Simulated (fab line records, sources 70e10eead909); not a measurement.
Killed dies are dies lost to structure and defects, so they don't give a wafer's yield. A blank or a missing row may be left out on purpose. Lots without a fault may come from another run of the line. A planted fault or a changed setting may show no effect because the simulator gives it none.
fab line records | flow nand_harc
record lots=24 wafers=72 last_day=33
route steps=1302 shown A_M0@1149 A_BONDPAD@1216
lots that met no fault: from a run of the same line without faults
start_h: hours from the record's first day to the start of the lot's first wafer shown | wait_h: hours since the lot's step before | " the same as in the row above | L1.1+2: a row that stands for several wafers | - no value, or no start given | * or withheld: withheld | < > ~ a bound
route shown NAME@n: a module of which the file shows steps, and the number in the route of the first | usual: mean/standard deviation of fault-free wafers | same: alike in all rows | chamber/n: place in a boat | sites: the reading at each site | _std_site: their standard deviation | _edge_site: outer sites' mean less inner sites' | radius_mm: how far each site lies from the wafer's centre | mask NAME#n: copy n | behind: the tool/chamber that last shaped the wafer | hold: why the lot was held/for how many hours/how that ended | device: the transistor (n, p or np) that didn't switch | end of line: the same wafers' tests at the end of the route | a step without rows: its recipe alone | killed: dies lost to structure and defects at the first sort, not the wafer's yield | map: a wafer's dies, x killed, . not, _ none there
set.NAME: the setting as run; set.NAME@STEP: as run at that earlier step | model.NAME: the simulator's own value behind a step, which no gauge read
steps of the route over a sample of lots; a table a step, a row a wafer
services: from which hour (start_h, from the record's first day; less than 0 if before it) a tool's chamber was out of use, for how many hours, and why
## steps
# step NHARC_A_M0_INSPECT_11
# usual raw_defect_count=82/37
# columns lot.wafer tool chamber start_h wait_h raw_defect_count
L075.2 defect_inspect-01 - 522.98 0.0 27
L075.4 " - " " 16
L075.5 " - " " 23
L074.3 defect_inspect-02 - 524.08 0.0 91
L074.4 " - " " 105
L074.6 " - " " 102
L076.1 defect_inspect-02 - 553.42 0.0 77
L076.4 " - " " 75
L076.5 " - " " 65
L078.1 defect_inspect-01 - 556.67 0.0 114
L078.3 " - " " 134
L078.4 " - " " 123
L077.3 defect_inspect-01 - 562.47 0.0 69
L077.5 " - " " 68
L077.6 " - " " 75
L079.1 defect_inspect-01 - 572.88 0.0 92
L079.5 " - " " 84
L079.6 " - " " 64
L081.1 defect_inspect-01 - 597.04 0.0 98
L081.4 " - " " 94
L081.6 " - " " 78
L082.1 defect_inspect-01 - 598.37 0.0 119
L082.3 " - " " 120
L082.4 " - " " 138
L080.2 defect_inspect-02 - 600.40 0.0 59
L080.3 " - " " 64
L080.6 " - " " 78
L083.2 defect_inspect-02 - 613.98 0.0 47
L083.5 " - " " 42
L083.6 " - " " 41
L085.1 defect_inspect-01 - 641.61 0.0 79
L085.3 " - " " 61
L085.4 " - " " 72
L084.1 defect_inspect-02 - 659.80 0.0 137
L084.4 " - " " 152
L084.6 " - " " 146
L087.2 defect_inspect-01 - 660.86 0.0 35
L087.3 " - " " 30
L087.6 " - " " 36
L086.2 defect_inspect-02 - 661.85 0.0 123
L086.5 " - " " 121
L086.6 " - " " 108
L091.3 defect_inspect-02 - 674.83 0.0 76
L091.4 " - " " 70
L091.6 " - " " 81
L090.1 defect_inspect-01 - 682.22 0.0 102
L090.3 " - " " 114
L090.5 " - " " 102
L088.1 defect_inspect-02 - 687.65 0.0 51
L088.2 " - " " 63
L088.4 " - " " 55
L089.3 defect_inspect-01 - 699.27 0.0 67
L089.4 " - " " 56
L089.6 " - " " 72
L092.1 defect_inspect-02 - 702.98 0.0 106
L092.4 " - " " 125
L092.5 " - " " 123
L093.4 defect_inspect-01 - 723.08 0.0 38
L093.5 " - " " 36
L093.6 " - " " 28
L094.2 defect_inspect-01 - 725.93 0.0 131
L094.3 " - " " 137
L094.4 " - " " 125
L095.1 defect_inspect-02 - 734.52 0.0 80
L095.4 " - " " 66
L095.6 " - " " 66
L096.4 defect_inspect-02 - 745.60 0.0 136
L096.5 " - " " 153
L096.6 " - " " 124
L097.2 defect_inspect-01 - 759.88 0.0 29
L097.4 " - " " 25
L097.6 " - " " 30
# step NHARC_A_M0_DEGAS_28
# recipe temp_c=250 time_s=60
# usual heater_power_w=333/43
# columns lot.wafer tool chamber start_h wait_h heater_power_w
L075.4 pvd_sputter-01 - 523.99 - 320
L075.2 " - " " 424
L075.5 " - " " 326
L074.4 pvd_sputter-03 - 525.07 - 392
L074.3 " - " " 327
L074.6 " - " " 328
L076.4 pvd_sputter-03 - 554.41 - 326
L076.1 " - " " 330
L076.5 " - " " 390
L078.4 pvd_sputter-01 - 557.67 - 284
L078.1 " - " " 426
L078.3 " - " " 316
L077.3 pvd_sputter-03 - 563.54 - 337
L077.6 " - " " 326
L077.5 " - " " 380
L079.1 pvd_sputter-01 - 573.96 - 292
L079.5 " - " " 286
L079.6 " - " " 282
L081.1 pvd_sputter-01 - 598.02 - 282
L081.4 " - " " 288
L081.6 " - " " 289
L082.4 pvd_sputter-03 - 599.35 - 376
L082.3 " - " " 326
L082.1 " - " " 331
L080.2 pvd_sputter-01 - 601.38 - 290
L080.3 " - " " 399
L080.6 " - " " 296
L083.2 pvd_sputter-02 - 614.97 - 268
L083.6 " - " " 331
L083.5 " - " " 325
L085.1 pvd_sputter-03 - 642.65 - 392
L085.3 " - " " 382
L085.4 " - " " 327
L084.4 pvd_sputter-01 - 660.84 - 284
L084.1 " - " " 283
L084.6 " - " " 420
L087.2 pvd_sputter-02 - 661.90 - 333
L087.3 " - " " 319
L087.6 " - " " 364
L086.2 pvd_sputter-01 - 662.86 - 405
L086.6 " - " " 288
L086.5 " - " " 285
L091.3 pvd_sputter-02 - 675.81 - 326
L091.4 " - " " 317
L091.6 " - " " 333
L090.3 pvd_sputter-03 - 683.30 - 333
L090.1 " - " " 328
L090.5 " - " " 386
L088.4 pvd_sputter-03 - 688.64 - 323
L088.1 " - " " 326
L088.2 " - " " 375
L089.4 pvd_sputter-02 - 700.25 - 364
L089.3 " - " " 324
L089.6 " - " " 262
L092.1 pvd_sputter-02 - 703.96 - 329
L092.4 " - " " 377
L092.5 " - " " 321
L093.4 pvd_sputter-02 - 724.07 - 327
L093.5 " - " " 322
L093.6 " - " " 327
L094.4 pvd_sputter-03 - 726.92 - 392
L094.2 " - " " 329
L094.3 " - " " 380
L095.1 pvd_sputter-03 - 735.49 - 382
L095.4 " - " " 339
L095.6 " - " " 385
L096.4 pvd_sputter-02 - 746.60 - 330
L096.6 " - " " 327
L096.5 " - " " 264
L097.4 pvd_sputter-02 - 760.87 - 330
L097.2 " - " " 324
L097.6 " - " " 321
# step NHARC_A_M0_PVD_20
# recipe target_thk_a=50 bias_v=168.6 power_w=15000 chamber_pressure_pa=0.12 time_s=8.06 substrate_temp_c=50 material=TaN
# usual throttle_valve_pct=29.9/0.65
# columns lot.wafer tool chamber start_h wait_h throttle_valve_pct
L075.2 pvd_sputter-01 - - - 30.3
L075.4 " - " " 30.1
L075.5 " - " " 30.2
L074.4 pvd_sputter-03 - - - 31.2
L074.3 " - " " 30.3
L074.6 " - " " 29.8
L076.1 pvd_sputter-03 - - - 29.5
L076.4 " - " " 29.8
L076.5 " - " " 29.5
L078.1 pvd_sputter-01 - - - 30.2
L078.3 " - " " 30.4
L078.4 " - " " 30.1
L077.3 pvd_sputter-03 - - - 29.9
L077.5 " - " " 30.1
L077.6 " - " " 29.5
L079.1 pvd_sputter-01 - - - 30.0
L079.6 " - " " 30.0
L079.5 " - " " 30.2
L081.1 pvd_sputter-01 - - - 31.2
L081.4 " - " " 30.5
L081.6 " - " " 30.0
L082.1 pvd_sputter-03 - - - 30.3
L082.3 " - " " 29.7
L082.4 " - " " 29.9
L080.2 pvd_sputter-01 - - - 30.8
L080.3 " - " " 30.5
L080.6 " - " " 30.7
L083.2 pvd_sputter-02 - - - 29.5
L083.6 " - " " 29.6
L083.5 " - " " 29.1
L085.3 pvd_sputter-03 - - - 30.1
L085.4 " - " " 29.5
L085.1 " - " " 30.4
L084.4 pvd_sputter-01 - - - 30.7
L084.1 " - " " 30.4
L084.6 " - " " 30.3
L087.3 pvd_sputter-02 - - - 28.7
L087.2 " - " " 28.9
L087.6 " - " " 29.8
L086.2 pvd_sputter-01 - - - 30.3
L086.5 " - " " 30.3
L086.6 " - " " 30.5
L091.3 pvd_sputter-02 - - - 30.0
L091.4 " - " " 28.7
L091.6 " - " " 29.7
L090.3 pvd_sputter-03 - - - 29.8
L090.1 " - " " 29.5
L090.5 " - " " 29.4
L088.4 pvd_sputter-03 - - - 29.8
L088.2 " - " " 29.4
L088.1 " - " " 30.5
L089.3 pvd_sputter-02 - - - 28.8
L089.4 " - " " 29.6
L089.6 " - " " 28.6
L092.1 pvd_sputter-02 - - - 28.8
L092.4 " - " " 28.9
L092.5 " - " " 30.0
L093.4 pvd_sputter-02 - - - 28.5
L093.6 " - " " 28.8
L093.5 " - " " 28.6
L094.2 pvd_sputter-03 - - - 30.2
L094.3 " - " " 30.1
L094.4 " - " " 30.0
L095.4 pvd_sputter-03 - - - 30.8
L095.1 " - " " 30.3
L095.6 " - " " 30.1
L096.4 pvd_sputter-02 - - - 29.5
L096.6 " - " " 30.0
L096.5 " - " " 28.4
L097.4 pvd_sputter-02 - - - 30.1
L097.2 " - " " 28.9
L097.6 " - " " 29.7
# step NHARC_A_M0_INSPECT_27
# usual raw_defect_count=528/120
# columns lot.wafer tool chamber start_h wait_h raw_defect_count
L075.2 defect_inspect-01 - 525.54 0.0 621
L075.4 " - " " 466
L075.5 " - " " 526
L074.3 defect_inspect-02 - 526.63 0.0 456
L074.4 " - " " 378
L074.6 " - " " 476
L076.1 defect_inspect-01 - 555.95 0.0 419
L076.4 " - " " 464
L076.5 " - " " 632
L078.1 defect_inspect-01 - 559.22 0.0 528
L078.3 " - " " 601
L078.4 " - " " 654
L077.3 defect_inspect-02 - 565.09 0.0 577
L077.5 " - " " 534
L077.6 " - " " 514
L079.1 defect_inspect-02 - 575.51 0.0 482
L079.5 " - " " 505
L079.6 " - " " 398
L081.1 defect_inspect-02 - 599.59 0.0 438
L081.4 " - " " 481
L081.6 " - " " 428
L082.1 defect_inspect-01 - 600.93 0.0 690
L082.3 " - " " 624
L082.4 " - " " 812
L080.2 defect_inspect-02 - 602.96 0.0 441
L080.3 " - " " 362
L080.6 " - " " 409
L083.2 defect_inspect-02 - 616.49 0.0 486
L083.5 " - " " 544
L083.6 " - " " 382
L085.1 defect_inspect-02 - 644.20 0.0 510
L085.3 " - " " 478
L085.4 " - " " 465
L084.1 defect_inspect-01 - 662.70 0.0 726
L084.4 " - " " 836
L084.6 " - " " 663
L087.2 defect_inspect-02 - 663.45 0.0 648
L087.3 " - " " 761
L087.6 " - " " 535
L086.2 defect_inspect-01 - 664.41 0.0 489
L086.5 " - " " 444
L086.6 " - " " 685
L091.3 defect_inspect-02 - 677.37 0.0 487
L091.4 " - " " 512
L091.6 " - " " 389
L090.1 defect_inspect-02 - 685.16 0.0 688
L090.3 " - " " 758
L090.5 " - " " 900
L088.1 defect_inspect-02 - 690.21 0.0 605
L088.2 " - " " 605
L088.4 " - " " 580
L089.3 defect_inspect-01 - 701.88 0.0 448
L089.4 " - " " 466
L089.6 " - " " 457
L092.1 defect_inspect-02 - 705.53 0.0 626
L092.4 " - " " 413
L092.5 " - " " 443
L093.4 defect_inspect-01 - 725.63 0.0 415
L093.5 " - " " 527
L093.6 " - " " 539
L094.2 defect_inspect-01 - 728.49 0.0 561
L094.3 " - " " 422
L094.4 " - " " 575
L095.1 defect_inspect-02 - 737.05 0.0 554
L095.4 " - " " 606
L095.6 " - " " 381
L096.4 defect_inspect-01 - 748.31 0.0 588
L096.5 " - " " 562
L096.6 " - " " 674
L097.2 defect_inspect-02 - 762.43 0.0 454
L097.4 " - " " 385
L097.6 " - " " 523
# step NHARC_A_BONDPAD_OVL_MEAS_35
# usual overlay_x_nm=2/5.9 overlay_y_nm=0/6.4
# columns lot.wafer tool chamber start_h wait_h overlay_x_nm overlay_y_nm
L075.2 overlay-02 - 531.70 - 4 15
L075.4 " - " " 3 14
L075.5 " - " " 4 14
L074.3 overlay-01 - 532.80 - -5 -8
L074.4 " - " " -5 -8
L074.6 " - " " -5 -8
L076.1 overlay-02 - 562.62 - 1 -3
L076.4 " - " " 1 -3
L076.5 " - " " 0 -3
L078.1 overlay-02 - 566.16 - -2 -3
L078.3 " - " " -2 -3
L078.4 " - " " -2 -2
L077.3 overlay-01 - 571.30 - 4 -4
L077.5 " - " " 4 -4
L077.6 " - " " 4 -4
L079.1 overlay-01 - 582.23 - 6 5
L079.5 " - " " 5 5
L079.6 " - " " 6 5
L081.1 overlay-02 - 605.56 - 13 -10
L081.4 " - " " 13 -10
L081.6 " - " " 13 -10
L082.1 overlay-02 - 607.32 - 5 -5
L082.3 " - " " 5 -5
L082.4 " - " " 5 -5
L080.2 overlay-01 - 610.32 - -3 -8
L080.3 " - " " -3 -8
L080.6 " - " " -2 -8
L083.2 overlay-02 - 622.55 - -5 -1
L083.5 " - " " -5 -1
L083.6 " - " " -5 -1
L085.1 overlay-01 - 650.69 - 12 7
L085.3 " - " " 11 7
L085.4 " - " " 12 7
L084.1 overlay-02 - 668.92 - 12 9
L084.4 " - " " 12 9
L084.6 " - " " 12 9
L087.2 overlay-01 - 670.00 - -4 1
L087.3 " - " " -4 1
L087.6 " - " " -4 1
L086.2 overlay-02 - 671.14 - 1 0
L086.5 " - " " 1 0
L086.6 " - " " 0 1
L091.3 overlay-02 - 683.52 - 5 4
L091.4 " - " " 5 3
L091.6 " - " " 5 3
L090.1 overlay-01 - 691.41 - -9 -1
L090.3 " - " " -9 -2
L090.5 " - " " -9 -1
L088.1 overlay-01 - 696.35 - 5 2
L088.2 " - " " 5 2
L088.4 " - " " 5 4
L089.3 overlay-01 - 708.31 - 8 -8
L089.4 " - " " 8 -8
L089.6 " - " " 8 -7
L092.1 overlay-02 - 711.50 - -5 5
L092.4 " - " " -5 5
L092.5 " - " " -5 5
L093.4 overlay-02 - 731.69 - 4 11
L093.5 " - " " 4 11
L093.6 " - " " 4 10
L094.2 overlay-01 - 734.55 - 3 -1
L094.3 " - " " 3 -1
L094.4 " - " " 3 -1
L095.1 overlay-01 - 743.33 - 11 -8
L095.4 " - " " 11 -8
L095.6 " - " " 11 -8
L096.4 overlay-02 - 754.45 - -3 7
L096.5 " - " " -3 7
L096.6 " - " " -2 6
L097.2 overlay-01 - 768.46 - 3 -3
L097.4 " - " " 3 -3
L097.6 " - " " 3 -3
# step NHARC_A_BONDPAD_PRE_CLEAN_26
# recipe time_s=30 temp_c=280 gas=H2/He
# usual heater_power_w=415/54
# columns lot.wafer tool chamber start_h wait_h heater_power_w
L075.2 pvd_sputter-01 - - - 517
L075.4 " - " " 344
L075.5 " - " " 523
L074.3 pvd_sputter-02 - - - 444
L074.4 " - " " 327
L074.6 " - " " 417
L076.4 pvd_sputter-01 - - - 352
L076.1 " - " " 398
L076.5 " - " " 347
L078.3 pvd_sputter-03 - - - 458
L078.4 " - " " 409
L078.1 " - " " 471
L077.3 pvd_sputter-03 - - - 400
L077.5 " - " " 473
L077.6 " - " " 401
L079.1 pvd_sputter-02 - - - 407
L079.5 " - " " 402
L079.6 " - " " 325
L081.4 pvd_sputter-03 - - - 410
L081.1 " - " " 470
L081.6 " - " " 404
L082.4 pvd_sputter-01 - - - 361
L082.1 " - " " 358
L082.3 " - " " 501
L080.2 pvd_sputter-01 - - - 487
L080.3 " - " " 353
L080.6 " - " " 496
L083.2 pvd_sputter-03 - - - 406
L083.6 " - " " 403
L083.5 " - " " 471
L085.1 pvd_sputter-03 - - - 468
L085.3 " - " " 408
L085.4 " - " " 492
L084.4 pvd_sputter-03 - - - 393
L084.1 " - " " 471
L084.6 " - " " 469
L087.2 pvd_sputter-02 - - - 458
L087.3 " - " " 408
L087.6 " - " " 455
L086.2 pvd_sputter-02 - - - 451
L086.6 " - " " 322
L086.5 " - " " 458
L091.3 pvd_sputter-03 - - - 395
L091.4 " - " " 453
L091.6 " - " " 476
L090.1 pvd_sputter-03 - - - 405
L090.3 " - " " 475
L090.5 " - " " 472
L088.2 pvd_sputter-01 - - - 341
L088.4 " - " " 354
L088.1 " - " " 509
L089.3 pvd_sputter-01 - - - 500
L089.4 " - " " 346
L089.6 " - " " 354
L092.4 pvd_sputter-01 - - - 504
L092.1 " - " " 348
L092.5 " - " " 494
L093.4 pvd_sputter-01 - - - 364
L093.6 " - " " 507
L093.5 " - " " 353
L094.3 pvd_sputter-02 - - - 442
L094.4 " - " " 407
L094.2 " - " " 319
L095.4 pvd_sputter-03 - - - 397
L095.1 " - " " 415
L095.6 " - " " 405
L096.4 pvd_sputter-03 - - - 409
L096.6 " - " " 410
L096.5 " - " " 473
L097.4 pvd_sputter-03 - - - 415
L097.2 " - " " 466
L097.6 " - " " 473
## services
# columns tool chamber start_h hours kind
pvd_sputter-01 - 515.91 2.9 repair
pvd_sputter-03 - 526.00 10.0 pm
pvd_sputter-02 - 565.36 3.0 repair
pvd_sputter-01 - 582.47 10.0 pm
pvd_sputter-02 - 591.73 17.8 repair
pvd_sputter-01 - 620.81 5.6 repair
pvd_sputter-02 - 638.00 10.0 pm
pvd_sputter-02 - 697.04 2.9 repair
pvd_sputter-03 - 704.07 10.0 pm
pvd_sputter-01 - 752.76 1.7 repair
pvd_sputter-01 - 760.47 10.0 pm
## key
fault none
